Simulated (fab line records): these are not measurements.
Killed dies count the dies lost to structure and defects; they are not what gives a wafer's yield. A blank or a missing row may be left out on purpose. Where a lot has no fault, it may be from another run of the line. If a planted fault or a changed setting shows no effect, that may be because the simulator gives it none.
Split-lot trial | flow n5 finfet | 21 wafers read from 7 lots, route of 1938 steps

## THE SPLIT
At N5_BEOL_M10_COAT_60 (time 60 s, resist thk 30 nm), the setting spin rpm was moved away from the recipe's 1500 rpm on 8 of the 21 wafers read, by -10.5% to +6.4%. The other wafers ran this setting at the recipe's value.

## FROM THE SPLIT TO THE READING: what the file shows between them, 4 steps
- N5_BEOL_M10_COAT_05: resist thk 90 nm
- N5_BEOL_M10_EBR_07
- N5_BEOL_M10_DESCUM_16: chemistry O2, time 7.9 s
- N5_BEOL_M10_ETCH_61: etches SiARC in CF4, target depth 39 nm, time 65 s

## THE READING
SiARC_of_BEOL_M10_COAT_60.thk nm (the simulator's own value, which no gauge read), in nm, at N5_BEOL_M10_ETCH_62 (etches SOC in N2/H2, target depth 110 nm, overetch 22 nm, time 165 s). The file does not state a usual value for it. Across the 13 wafers here that went through the recipe, the average is 23.4 nm and the standard deviation 0.16 nm.

wafer  | tool, chamber at the split | spin rpm as run, rpm | against the recipe | SiARC_of_BEOL_M10_COAT_60.thk nm, nm | against lot-mates on the recipe
L075.1 | litho track-01, 0          | 1449                 | -3.4%              | 23.8                                 | +0.4
L075.2 | litho track-01, 0          | 1500                 | recipe             | 23.4                                 | -
L075.3 | litho track-01, 0          | 1500                 | recipe             | 23.4                                 | -
L076.1 | litho track-02, 0          | 1500                 | recipe             | 23.8                                 | -
L076.4 | litho track-02, 0          | 1500                 | recipe             | 23.6                                 | -
L076.5 | litho track-02, 0          | 1500                 | recipe             | 23.4                                 | -
L085.1 | litho track-01, 0          | 1500                 | recipe             | 23.4                                 | -
L085.3 | litho track-01, 0          | 1500                 | recipe             | 23.4                                 | -
L085.6 | litho track-01, 0          | 1500                 | recipe             | 23.2                                 | -
L087.1 | litho track-01, 0          | 1500                 | recipe             | 23.6                                 | -
L087.2 | litho track-01, 0          | 1500                 | recipe             | 23.2                                 | -
L087.3 | litho track-01, 0          | 1596                 | +6.4%              | 22.6                                 | -0.8
L089.4 | litho track-01, 0          | 1342                 | -10.5%             | 25.4                                 | no lot-mate on the recipe
L089.5 | litho track-01, 0          | 1342                 | -10.5%             | 25                                   | no lot-mate on the recipe
L089.6 | litho track-01, 0          | 1342                 | -10.5%             | 25                                   | no lot-mate on the recipe
L090.1 | litho track-03, 0          | 1401                 | -6.6%              | 24.6                                 | +1.0
L090.5 | litho track-03, 0          | 1401                 | -6.6%              | 24.6                                 | +1.0
L090.2 | litho track-03, 0          | 1500                 | recipe             | 23.6                                 | -
L091.3 | litho track-01, 0          | 1446                 | -3.6%              | 23.6                                 | +0.2
L091.4 | litho track-01, 0          | 1500                 | recipe             | 23.4                                 | -
L091.5 | litho track-01, 0          | 1500                 | recipe             | 23.4                                 | -

FIT RESULTS
A straight line over all 21 wafers: SiARC_of_BEOL_M10_COAT_60.thk nm changes by -0.156 nm for each +1% of spin rpm; r = -0.97; the points scatter about the line by 0.19 nm.
The same after taking each lot's own level away (the mean of its wafers on the recipe; 18 wafers): -0.134 nm for each +1%; r = -0.95; scatter 0.14 nm.
The reading moves by 1.4 nm for the largest change in spin rpm, on that fit.
Measured against the standard deviation above, the lots' own levels, which go from 23.33 to 23.60 nm, span 1.7 times it.
So the lot-to-lot level changes the slope: the two fits differ.
Check: for one of the wafers moved furthest among these (-6.6%), held out of the fit, the line's prediction against its lot-mates is +0.831 nm. Against them it came out at +1 nm.

## THE WHOLE CHAIN: every reading that the file lists as answering this split, in the file's order
step                | what it does                                                         | reading                                                                             | change (the file's fit)               | r (the file's)
N5_BEOL_M10_COAT_60 | time 60 s, resist thk 30 nm                                          | SiARC_of_BEOL_M10_COAT_60.thk nm (the simulator's own value, which no gauge read)   | -0.167 nm for each +1% of the setting | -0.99
N5_BEOL_M10_ETCH_61 | etches SiARC in CF4, target depth 39 nm, time 65 s                   | etch.depth nm (the simulator's own value, which no gauge read)                      | -0.15 nm for each +1% of the setting  | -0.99
N5_BEOL_M10_ETCH_61 | etches SiARC in CF4, target depth 39 nm, time 65 s                   | CAR-ArF_of_BEOL_M10_COAT_05.thk nm (the simulator's own value, which no gauge read) | +0.145 nm for each +1% of the setting | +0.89
N5_BEOL_M10_ETCH_62 | etches SOC in N2/H2, target depth 110 nm, overetch 22 nm, time 165 s | SiARC_of_BEOL_M10_COAT_60.thk nm (the simulator's own value, which no gauge read)   | -0.127 nm for each +1% of the setting | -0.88

## FILE'S OWN FIT
SiARC_of_BEOL_M10_COAT_60.thk nm changes by -0.127 nm for each +1% of spin rpm, r = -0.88.
